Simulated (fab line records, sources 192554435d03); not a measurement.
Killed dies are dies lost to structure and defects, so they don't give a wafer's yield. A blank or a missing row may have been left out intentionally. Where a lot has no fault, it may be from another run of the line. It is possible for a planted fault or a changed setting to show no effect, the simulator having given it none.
A single fault, viewed from 2 desks :: flow n5 finfet :: only its own numbers are on each desk; what lay behind them is given at the end

## FROM THE METROLOGY DESK
Lot by lot, what the gauges showed, no matter which tool ran the lot: averages of those sampled wafers that carry a number. Marked OUT: a lot whose mean sits more than 4 standard deviations from the usual mean, which makes it out of limits; the brackets give that distance. Only the readings that lie furthest out on some lot appear, 7 of the 10 it has.
Columns: A = DIBL_N at N5_BEOL_M4_RC_MEAS_101, usual 36.2 mV/V; B = DIBL_P at N5_BEOL_M4_RC_MEAS_101, usual 36.5 mV/V; C = IOFF_P at N5_BEOL_M4_RC_MEAS_101, usual 0.21 nA/um; D = ION_N at N5_BEOL_M4_RC_MEAS_101, usual 675 uA/um; E = SS_N at N5_BEOL_M4_RC_MEAS_101, usual 71.5 mV/dec; F = VT_N at N5_BEOL_M4_RC_MEAS_101, usual 250.4 mV; G = VT_P at N5_BEOL_M4_RC_MEAS_101, usual -250 mV
lot: L130
first seen here: day 8 02:20
A: 34.5
B: 34.4
C: 0.17
D: 663
E: 71.2
F: 253.5
G: -254

lot: L131
first seen here: day 8 17:38
A: 37.3
B: 36.5
C: 0.21
D: 668
E: 72.0
F: 253.2
G: -252

lot: L134
first seen here: day 9 10:29
A: 38.5
B: 38.5
C: 0.22
D: 684
E: 71.6
F: 251.3
G: -251

lot: L141
first seen here: day 11 09:55
A: 36.2
B: 36.0
C: 0.24
D: 675
E: 71.8
F: 250.4
G: -247

lot: L140
first seen here: day 11 11:46
A: 35.9
B: 35.6
C: 0.18
D: 668
E: 71.0
F: 249.5
G: -253

lot: L142
first seen here: day 11 15:15
A: 38.0
B: 39.2
C: 0.29
D: 690
E: 71.3
F: 245.0
G: -242

lot: L146
first seen here: day 12 17:14
A: 36.5
B: 36.2
C: 0.22
D: 695
E: 71.7
F: 248.7
G: -250

lot: L148
first seen here: day 13 19:52
A: 37.8
B: 36.2
C: 0.24
D: 666
E: 72.4
F: 251.3
G: -247
This desk found nothing out of limits on any of the 8 lots.

## THE TOOL OWNER'S DESK: rie diel-04
The tool's own readings at N5_BEOL_M4_ETCH_69 (etches SiARC in CF4, target depth 15.6 nm, time 26 s): means of the sampled wafers that have a number, for each lot that ran on this tool. Marked OUT: a lot whose mean sits more than 4 standard deviations from the usual mean, which makes it out of limits; the brackets give that distance.
Columns: A = drypump motor current A at N5_BEOL_M4_ETCH_69, usual 5.7 A; B = etch rf on time s at N5_BEOL_M4_ETCH_69, usual 25.8 s; C = oes product au at N5_BEOL_M4_ETCH_69, usual 0.71 a.u.; D = rf fwd power W at N5_BEOL_M4_ETCH_69, usual 532.0 W; E = rf vpp V at N5_BEOL_M4_ETCH_69, usual 184.2 V; F = showerhead plenum p Torr at N5_BEOL_M4_ETCH_69, usual 2.15 Torr; G = throttle valve pct at N5_BEOL_M4_ETCH_69, usual 15.51 %
lot: L130
first seen here: day 7 21:20
A: 5.9
B: 25.4
C: 0.66
D: 531.0
E: 184.2
F: 2.16
G: 15.60

lot: L141
first seen here: day 11 02:48
A: 5.6
B: 25.0
C: 0.83
D: 533.3
E: 184.2
F: 2.12
G: 15.37

lot: L140
first seen here: day 11 03:54
A: 5.7
B: 25.8
C: 0.70
D: 531.5
E: 184.5
F: 2.15
G: 15.39

lot: L146
first seen here: day 12 08:17
A: 6.0
B: 22.1 (-8.9) OUT
C: 0.72
D: 532.4
E: 184.0
F: 2.17
G: 15.59

lot: L148
first seen here: day 13 03:26
A: 6.0
B: 22.1 (-8.9) OUT
C: 0.74
D: 530.8
E: 183.6
F: 2.17
G: 15.59
This desk's verdict: out of limits on L146, L148, starting with L146 at day 12 08:17 (etch rf on time s at N5_BEOL_M4_ETCH_69). L130, L141, L140 stayed within limits.

## TAKEN TOGETHER
An alarm could have come from the tool owner's desk at day 12 08:17, on L146, L148.
At the metrology desk, nothing out of limits was observed.
The metrology desk holds a record of L146, L148, inside its limits.
Every lot named ran N5_BEOL_M4_ETCH_69 on rie diel-04.

## WHAT WAS PUT IN BY THE SIMULATOR
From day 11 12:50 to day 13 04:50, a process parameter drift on rie diel-04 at N5_BEOL_M4_ETCH_69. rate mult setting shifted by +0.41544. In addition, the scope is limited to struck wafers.
Lots struck among those shown: L146, L148.
Each desk's first reading out of limits, in hours after the fault started: the tool owner's desk, 19.
